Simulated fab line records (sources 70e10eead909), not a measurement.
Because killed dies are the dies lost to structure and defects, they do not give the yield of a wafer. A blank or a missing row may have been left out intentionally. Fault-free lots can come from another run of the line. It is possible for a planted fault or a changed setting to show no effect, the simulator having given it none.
fab line records | flow nandHarc | part 2 of 2: steps 36 to 46 of 46
record lots=5 | wafers=15 | lastDay=33
route steps=1302 shown A_DECK1_JOINT@525 A_ONON_D2@545 A_CHANNEL_HOLE_D2@570
lots untouched by any fault: they come from a run of this same line in which no faults occurred
startH: the number of hours between the record's first day and the start of the first shown wafer of the lot | waitH: hours from the lot's prior step to this one | " as in the row above | L1.1+2: a row that stands for several wafers | - value missing, or start not given | * or withheld: withheld | < > ~ a bound
route shown NAME@n: NAME is a module with steps in the file, n the number in the route of the first one | usual: mean and standard deviation over wafers with no fault | same: alike in all rows | chamber/n: place in a boat | sites: the reading at each site | _std_site: the standard deviation of these | _edge_site: mean of outer sites minus mean of inner sites | radiusMm: how far each site lies from the wafer's centre | mask NAME#n: copy n | behind: the last tool/chamber to shape the wafer | hold: why the lot was held/for how many hours/how that ended | device: names the non-switching transistor (n, p or np) | end of line: the tests these same wafers got at the end of their route | where a step has no rows: the recipe by itself | killed: dies that structure and defects cost at the first sort, which is not the same as the wafer's yield | map: shows each die of a wafer: x if killed, . if not, _ if none is there
set.NAME: the run value of the setting; set.NAME@STEP: its run value at that earlier step | model.NAME: the simulator's own value behind a step, which no gauge read
lots seen at some steps along the route; tables by step, rows by wafer
services: a tool's chamber out of use, with start hour (startH, from the record's first day; less than 0 if before it), hours out, and reason
## steps
# step NHARC_A_ONON_D2_THK_MEAS_24
# recipe thkMeasGauge=ellipsometry
# usual thkNm=1000/9.8
lot.wafer | tool         | chamber | startH | waitH | thkNm
L076.2    | filmMetro-02 | -       | 294.79 | -     | 997
L076.4    | "            | -       | "      | "     | 998
L076.6    | "            | -       | "      | "     | 998
L075.3    | filmMetro-01 | -       | 294.82 | -     | 997
L075.5    | "            | -       | "      | "     | 998
L075.6    | "            | -       | "      | "     | 995
L080.1    | filmMetro-02 | -       | 343.29 | -     | 1001
L080.3    | "            | -       | "      | "     | 1000
L080.6    | "            | -       | "      | "     | 999
L081.2    | filmMetro-01 | -       | 364.83 | -     | 1017
L081.5    | "            | -       | "      | "     | 1017
L081.6    | "            | -       | "      | "     | 1015
L097.1    | filmMetro-02 | -       | 500.97 | -     | 995
L097.5    | "            | -       | "      | "     | 996
L097.6    | "            | -       | "      | "     | 995
# step NHARC_A_ONON_D2_DEP_25
# recipe targetThkA=10000 | n2FlowSccm=2750 | n2oFlowSccm=2000 | nh3FlowSccm=500 | sih4FlowSccm=210 | tempC=400
lot.wafer  | tool         | chamber | startH | waitH
L076.2+4+6 | pecvdOnon-03 | 0       | 294.90 | 0.1
L075.3+5+6 | pecvdOnon-04 | 0       | 294.99 | 0.2
L080.1+3+6 | pecvdOnon-04 | 0       | 343.35 | 0.1
L081.2+5+6 | pecvdOnon-02 | 0       | 364.94 | 0.1
L097.1+5+6 | pecvdOnon-03 | 0       | 501.16 | 0.2
# step NHARC_A_ONON_D2_THK_MEAS_27
# recipe thkMeasGauge=ellipsometry
# usual thkNm=1002/10
lot.wafer | tool         | chamber | startH | waitH | thkNm
L076.2    | filmMetro-01 | -       | 295.36 | -     | 996
L076.4    | "            | -       | "      | "     | 995
L076.6    | "            | -       | "      | "     | 994
L075.3    | filmMetro-01 | -       | 295.38 | -     | 1002
L075.5    | "            | -       | "      | "     | 1000
L075.6    | "            | -       | "      | "     | 1002
L080.1    | filmMetro-01 | -       | 343.85 | -     | 992
L080.3    | "            | -       | "      | "     | 991
L080.6    | "            | -       | "      | "     | 993
L081.2    | filmMetro-01 | -       | 365.40 | -     | 1006
L081.5    | "            | -       | "      | "     | 1007
L081.6    | "            | -       | "      | "     | 1006
L097.1    | filmMetro-02 | -       | 501.67 | -     | 1007
L097.5    | "            | -       | "      | "     | 1006
L097.6    | "            | -       | "      | "     | 1006
# step NHARC_A_ONON_D2_DEP_28
# recipe targetThkA=10000 | n2FlowSccm=2750 | n2oFlowSccm=2000 | nh3FlowSccm=500 | sih4FlowSccm=210 | tempC=400
lot.wafer  | tool         | chamber | startH | waitH
L076.2+4+6 | pecvdOnon-02 | 0       | 295.47 | 0.1
L075.3+5+6 | pecvdOnon-03 | 0       | 295.55 | 0.2
L080.1+3+6 | pecvdOnon-02 | 0       | 343.91 | 0.1
L081.2+5+6 | pecvdOnon-02 | 0       | 365.51 | 0.1
L097.1+5+6 | pecvdOnon-03 | 0       | 501.86 | 0.2
# step NHARC_A_ONON_D2_THK_MEAS_30
# recipe thkMeasGauge=ellipsometry
# usual thkNm=998/9.9
lot.wafer | tool         | chamber | startH | waitH | thkNm
L076.2    | filmMetro-02 | -       | 295.92 | -     | 1012
L076.4    | "            | -       | "      | "     | 1014
L076.6    | "            | -       | "      | "     | 1013
L075.3    | filmMetro-01 | -       | 295.95 | -     | 1001
L075.5    | "            | -       | "      | "     | 1001
L075.6    | "            | -       | "      | "     | 1001
L080.1    | filmMetro-01 | -       | 344.42 | -     | 996
L080.3    | "            | -       | "      | "     | 997
L080.6    | "            | -       | "      | "     | 997
L081.2    | filmMetro-01 | -       | 365.96 | -     | 996
L081.5    | "            | -       | "      | "     | 997
L081.6    | "            | -       | "      | "     | 998
L097.1    | filmMetro-02 | -       | 502.38 | -     | 998
L097.5    | "            | -       | "      | "     | 996
L097.6    | "            | -       | "      | "     | 996
# step NHARC_A_ONON_D2_DEP_33
# recipe targetThkA=2000 | tempC=400 | pressureTorr=6.5 | rfW=900 | teosFlowSccm=161.4 | flowSccm=2650 | targetThkNm=200 | gas=O2 | material=SiO2
# usual heaterPowerW=519/78 | throttleValvePct=16.0/0.44
lot.wafer | tool     | chamber | startH | waitH | heaterPowerW | throttleValvePct
L076.2    | pecvd-04 | 0       | 296.02 | 0.1   | 680          | 15.7
L076.4    | "        | 2       | "      | "     | 579          | 15.5
L076.6    | "        | 0       | "      | "     | 687          | 15.7
L075.3    | pecvd-03 | 1       | 296.05 | 0.1   | 518          | 15.7
L075.5    | "        | 1       | "      | "     | 539          | 15.7
L075.6    | "        | 2       | "      | "     | 446          | 15.3
L080.1    | pecvd-02 | 1       | 344.55 | 0.1   | 486          | 16.4
L080.3    | "        | 1       | "      | "     | 518          | 16.5
L080.6    | "        | 1       | "      | "     | 526          | 16.7
L081.2    | pecvd-04 | 0       | 366.02 | 0.1   | 647          | 15.8
L081.5    | "        | 0       | "      | "     | 656          | 15.6
L081.6    | "        | 2       | "      | "     | 560          | 15.9
L097.1    | pecvd-02 | 0       | 502.66 | 0.3   | 576          | 15.3
L097.6    | "        | 1       | "      | "     | 526          | 16.5
L097.5    | "        | 0       | "      | "     | 584          | 15.7
# step NHARC_A_ONON_D2_THK_MEAS_34
# recipe thkMeasGauge=ellipsometry
# usual thkNm=199.6/2.9
lot.wafer | tool         | chamber | startH | waitH | thkNm
L076.2    | filmMetro-01 | -       | 296.39 | -     | 194.9
L076.4    | "            | -       | "      | "     | 202.5
L076.6    | "            | -       | "      | "     | 200.3
L075.3    | filmMetro-02 | -       | 296.42 | -     | 199.7
L075.5    | "            | -       | "      | "     | 196.7
L075.6    | "            | -       | "      | "     | 201.9
L080.1    | filmMetro-01 | -       | 345.04 | 0.4   | 198.6
L080.3    | "            | -       | "      | "     | 201.8
L080.6    | "            | -       | "      | "     | 203.2
L081.2    | filmMetro-02 | -       | 366.43 | -     | 193.0
L081.5    | "            | -       | "      | "     | 197.0
L081.6    | "            | -       | "      | "     | 199.5
L097.1    | filmMetro-02 | -       | 502.98 | -     | 203.1
L097.5    | "            | -       | "      | "     | 201.1
L097.6    | "            | -       | "      | "     | 205.3
# step NHARC_A_ONON_D2_INSPECT_32
# usual rawDefectCount=368/150
lot.wafer | tool             | chamber | startH | waitH | rawDefectCount
L076.2    | defectInspect-02 | -       | 296.45 | 0.0   | 343
L076.4    | "                | -       | "      | "     | 258
L076.6    | "                | -       | "      | "     | 283
L075.3    | defectInspect-01 | -       | 296.48 | 0.0   | 493
L075.5    | "                | -       | "      | "     | 392
L075.6    | "                | -       | "      | "     | 247
L080.1    | defectInspect-02 | -       | 345.13 | 0.0   | 293
L080.3    | "                | -       | "      | "     | 357
L080.6    | "                | -       | "      | "     | 536
L081.2    | defectInspect-02 | -       | 366.49 | 0.0   | 326
L081.5    | "                | -       | "      | "     | 436
L081.6    | "                | -       | "      | "     | 292
L097.1    | defectInspect-02 | -       | 503.06 | 0.0   | 269
L097.5    | "                | -       | "      | "     | 250
L097.6    | "                | -       | "      | "     | 180
# step NHARC_A_CHANNEL_HOLE_D2_DEP_00
# recipe targetThkA=31000 | tempC=400 | material=aC
# usual throttleValvePct=34.999/0.0094
lot.wafer | tool      | chamber | startH | waitH | throttleValvePct
L076.2    | aclDep-03 | 0       | 297.11 | 0.7   | 34.991
L076.4    | "         | 0       | "      | "     | 34.996
L076.6    | "         | 0       | "      | "     | 35.000
L075.3    | aclDep-01 | 0       | 298.77 | 2.3   | 34.991
L075.5    | "         | 0       | "      | "     | 35.000
L075.6    | "         | 0       | "      | "     | 35.001
L080.1    | aclDep-03 | 0       | 345.19 | 0.1   | 35.005
L080.3    | "         | 0       | "      | "     | 34.999
L080.6    | "         | 0       | "      | "     | 35.007
L081.2    | aclDep-02 | 0       | 366.88 | 0.4   | 34.987
L081.5    | "         | 0       | "      | "     | 34.999
L081.6    | "         | 0       | "      | "     | 35.006
L097.1    | aclDep-02 | 0       | 503.13 | 0.1   | 34.987
L097.5    | "         | 0       | 504.41 | 1.3   | 34.995
L097.6    | "         | 0       | "      | "     | 35.003
# step NHARC_A_CHANNEL_HOLE_D2_DEP_01
# recipe targetThkA=1400 | targetThkNm=140 | tempC=400 | pressureTorr=3.5 | flowSccm=200 | rfW=350 | material=SiON
# usual heaterPowerW=747/92
lot.wafer | tool     | chamber | startH | waitH | heaterPowerW
L076.2    | pecvd-02 | 1       | 298.75 | 1.3   | 621
L076.6    | "        | 1       | "      | "     | 609
L076.4    | "        | 2       | "      | "     | 639
L075.3    | pecvd-02 | 0       | 300.09 | 1.0   | 757
L075.5    | "        | 2       | "      | "     | 594
L075.6    | "        | 0       | "      | "     | 751
L080.3    | pecvd-01 | 1       | 347.13 | 1.0   | 810
L080.1    | "        | 0       | "      | "     | 821
L080.6    | "        | 0       | "      | "     | 811
L081.2    | pecvd-04 | 1       | 368.51 | 1.3   | 738
L081.5    | "        | 1       | "      | "     | 599
L081.6    | "        | 2       | "      | "     | 832
L097.1    | pecvd-04 | 1       | 505.10 | 1.6   | 794
L097.6    | "        | 0       | "      | "     | 789
L097.5    | "        | 1       | "      | "     | 810
# step NHARC_A_CHANNEL_HOLE_D2_DEHYDRATE_02
# recipe tempC=150 | timeS=120
# usual resistLineTempC=23.00/0.1
lot.wafer | tool          | chamber | startH | waitH | resistLineTempC
L076.2    | lithoTrack-04 | 0       | 298.99 | 0.2   | 23.05
L076.4    | "             | 0       | "      | "     | 22.92
L076.6    | "             | 0       | "      | "     | 23.00
L075.3    | lithoTrack-04 | 0       | 300.34 | 0.2   | 23.07
L075.5    | "             | 0       | "      | "     | 23.05
L075.6    | "             | 0       | "      | "     | 22.98
L080.1    | lithoTrack-06 | 0       | 347.40 | 0.2   | 23.07
L080.3    | "             | 0       | "      | "     | 23.13
L080.6    | "             | 0       | "      | "     | 23.10
L081.2    | lithoTrack-04 | 0       | 368.75 | 0.2   | 23.08
L081.5    | "             | 0       | "      | "     | 22.99
L081.6    | "             | 0       | "      | "     | 23.07
L097.1    | lithoTrack-06 | 0       | 505.34 | 0.2   | 22.87
L097.5    | "             | 0       | "      | "     | 23.10
L097.6    | "             | 0       | "      | "     | 23.02
## services
tool         | chamber | startH | hours | kind
wetBench-02  | -       | 244.00 | 8.0   | pm
pecvd-02     | 0       | 252.44 | 8.4   | repair
pecvd-02     | 2       | 302.02 | 4.3   | repair
pecvdOnon-04 | -       | 311.34 | 13.0  | pm
pecvd-02     | 2       | 343.99 | 4.8   | repair
pecvdOnon-03 | -       | 355.67 | 0.2   | repair
fcvd-01      | -       | 366.00 | 13.0  | pm
pecvdOnon-02 | -       | 366.00 | 13.0  | pm
wetBench-03  | -       | 386.40 | 8.0   | pm
furnace-07   | -       | 389.09 | 26.0  | pm
wetBench-04  | -       | 403.20 | 8.0   | pm
fcvd-01      | -       | 403.65 | 1.2   | repair
pecvdOnon-03 | -       | 408.00 | 13.0  | pm
pecvd-02     | -       | 408.45 | 13.0  | pm
fcvd-01      | -       | 419.21 | 1.0   | repair
wetBench-02  | -       | 420.00 | 8.0   | pm
fcvd-01      | 0       | 422.92 | 9.9   | repair
pecvd-02     | -       | 425.64 | 1.8   | repair
pecvd-02     | 2       | 437.63 | 5.7   | repair
pecvd-02     | -       | 460.69 | 2.2   | repair
wetBench-02  | -       | 479.47 | 1.9   | repair
wetBench-02  | -       | 482.54 | 1.2   | repair
pecvdOnon-04 | -       | 492.34 | 13.0  | pm
furnace-07   | -       | 500.27 | 31.4  | repair
